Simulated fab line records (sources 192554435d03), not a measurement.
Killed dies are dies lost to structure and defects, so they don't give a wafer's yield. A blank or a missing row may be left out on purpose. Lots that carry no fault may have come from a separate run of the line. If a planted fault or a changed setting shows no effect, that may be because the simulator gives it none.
Lot-split experiment	flow n5-finfet	7 lots, 39 wafers read, on a route of 1938 steps

ABOUT THE SPLIT
At N5_BEOL_M15_SPUTTER_43 (material TaN, target thk 15 nm, time 24.19 s), the setting target-thk-a was moved away from the recipe's 150 angstrom on 12 of the 39 wafers read, by -28.5% to +47.0%. The other wafers ran this setting at the recipe's value.

FROM THE SPLIT TO THE READING: what the file shows between them, 4 steps
- N5_BEOL_M15_SPUTTER_44: material Ta, target thk 15 nm, time 24.19 s
- N5_BEOL_M15_SPUTTER_45: material Cu, target thk 100 nm, time 16.67 s
- N5_BEOL_M15_ECD_47: material Cu, target thk 1860 nm
- N5_BEOL_M15_ANNEAL_48: time 90 s

THE READING
barrier-field-endpoint-s, in s, at N5_BEOL_M15_CMP_49 (polishes, stops on SiO2, t overpolish 4.9 s, target thk 850 nm). Fault-free wafers of this fab line usually give 11.4 s, standard deviation 0.32 s.

wafer	tool, chamber at the split	target-thk-a as run, angstrom	against the recipe	barrier-field-endpoint-s, s	against lot-mates on the recipe
L075.1	pvd-sputter-03, -	150	recipe	11.1	-
L075.2	pvd-sputter-03, -	107.3	-28.5%	9.8	-1.3
L075.3	pvd-sputter-03, -	107.3	-28.5%	10.1	-1.0
L075.4	pvd-sputter-03, -	107.3	-28.5%	9.6	-1.5
L075.5	pvd-sputter-03, -	150	recipe	10.9	-
L075.6	pvd-sputter-03, -	150	recipe	11.2	-
L077.3	pvd-sputter-03, -	192.4	+28.3%	12.7	+1.5
L077.1	pvd-sputter-03, -	150	recipe	11.7	-
L077.2	pvd-sputter-03, -	150	recipe	10.9	-
L077.4	pvd-sputter-03, -	150	recipe	10.9	-
L077.6	pvd-sputter-03, -	192.4	+28.3%	12.6	+1.4
L077.5	pvd-sputter-03, -	192.4	+28.3%	13.6	+2.4
L079.1	pvd-sputter-02, -	150	recipe	11.0	-
L079.2	pvd-sputter-02, -	191.3	+27.5%	13.2	+2.1
L079.3	pvd-sputter-02, -	191.3	+27.5%	12.6	+1.5
L079.4	pvd-sputter-02, -	150	recipe	11.2	-
L079.5	pvd-sputter-02, -	191.3	+27.5%	12.6	+1.5
L079.6	pvd-sputter-02, -	150	recipe	11.2	-
L088.4	pvd-sputter-03, -	150	recipe	11.3	-
L088.2	pvd-sputter-03, -	150	recipe	11.3	-
L088.1	pvd-sputter-03, -	150	recipe	11.5	-
L088.3	pvd-sputter-03, -	150	recipe	11.3	-
L088.5	pvd-sputter-03, -	150	recipe	11.4	-
L088.6	pvd-sputter-03, -	150	recipe	11.2	-
L089.3	pvd-sputter-02, -	150	recipe	11.5	-
L089.1	pvd-sputter-02, -	220.5	+47.0%	14.0	+2.5
L089.4	pvd-sputter-02, -	220.5	+47.0%	13.7	+2.2
L089.2	pvd-sputter-02, -	220.5	+47.0%	14.0	+2.5
L089.6	pvd-sputter-02, -	150	recipe	11.5	-
L089.5	pvd-sputter-02, -	150	recipe	11.5	-
L090.3	pvd-sputter-03, -	150	recipe	11.5	-
L090.1	pvd-sputter-03, -	150	recipe	11.9	-
L090.4	pvd-sputter-03, -	150	recipe	11.5	-
L090.2	pvd-sputter-03, -	150	recipe	11.4	-
L090.6	pvd-sputter-03, -	150	recipe	11.7	-
L090.5	pvd-sputter-03, -	150	recipe	12.1	-
L093.4	pvd-sputter-02, -	150	recipe	11.6	-
L093.6	pvd-sputter-02, -	150	recipe	11.8	-
L093.5	pvd-sputter-02, -	150	recipe	11.4	-

THE FIT
A straight line over all 39 wafers: barrier-field-endpoint-s changes by +0.0538 s for each +1% of target-thk-a; r = +0.96; the points scatter about the line by 0.3 s.
The same after taking each lot's own level away (the mean of its wafers on the recipe; 39 wafers): +0.0526 s for each +1%; r = +0.96; scatter 0.26 s.
According to that fit, moving target-thk-a by its largest amount changes the reading by 2.5 s.
The lots' own levels span 11.07 to 11.68 s, that is 1.9 times the standard deviation above.
Hence the lot-to-lot level has little effect on the slope; both slopes agree.
Check: with one of the wafers moved furthest among these (+47.0%) left out of the fit, the line predicts +2.53 s for it against its lot-mates. It came out at +2.5 s against them.

THE WHOLE CHAIN: every reading that the file lists as answering this split, in the file's order
step	what it does	reading	change (the file's fit)	r (the file's)
N5_BEOL_M15_SPUTTER_43	material TaN, target thk 15 nm, time 24.19 s	TaN_of_BEOL_M15_SPUTTER_43.thk-nm (the simulator's own value, which no gauge read)	+0.149 nm for each +1% of the setting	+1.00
N5_BEOL_M15_CMP_49	polishes, stops on SiO2, t overpolish 4.9 s, target thk 850 nm	barrier-field-endpoint-s	+0.0534 s for each +1% of the setting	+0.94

THE FILE'S OWN FIT
barrier-field-endpoint-s changes by +0.0534 s for each +1% of target-thk-a, r = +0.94.
